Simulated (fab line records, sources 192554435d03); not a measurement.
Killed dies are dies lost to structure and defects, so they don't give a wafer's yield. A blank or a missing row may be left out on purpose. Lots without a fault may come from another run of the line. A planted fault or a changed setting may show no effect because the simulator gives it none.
Chamber matching | flow n5_finfet | N5_BEOL_M14_VIA_ETCH_16 on rie_diel-01: 4 sister chambers
The step etches SiO2 in C4F8/O2/Ar, target depth 1231.3 nm. 4 wafers are shown with their chamber, then 10 later ones without.

WAFERS WITH THEIR CHAMBER
wafer  | chamber | rf_vpp_V (V)
L081.6 | 0       | 2150
L084.5 | 2       | 2252
L089.1 | 3       | 2229
L089.3 | 1       | 2165

WAFERS WITHOUT THEIR CHAMBER
wafer  | rf_vpp_V (V)
L089.5 | 2166
L093.1 | 2166
L093.3 | 2148
L093.5 | 2230
L094.1 | 2229
L094.2 | 2166
L094.5 | 2149
L092.1 | 2165
L092.3 | 2229
L092.6 | 2166

WHICH CHAMBER EACH WENT THROUGH
wafer  | from the rows above | in truth
L089.5 | 1                   | 1
L093.1 | 1                   | 1
L093.3 | 0                   | 0
L093.5 | 3                   | 3
L094.1 | 3                   | 3
L094.2 | 1                   | 1
L094.5 | 0                   | 0
L092.1 | 1                   | 1
L092.3 | 3                   | 3
L092.6 | 1                   | 1
Placed correctly: 10 of 10. Can't be placed from these rows: 0. Placed wrongly: 0.
How it was worked out, from the rows above alone: a wafer's distance from a chamber is the root of the sum, over the readings, of the square of ((its reading less the chamber's mean) divided by the reading's scatter). The wafer belongs to the nearest chamber; if the next one is less than 2 further off, it can't be placed. A chamber's mean is the mean of its shown wafers. The scatter: with one shown wafer a chamber, the root of the mean of the squares of how far each hidden wafer lies from its nearest shown one.
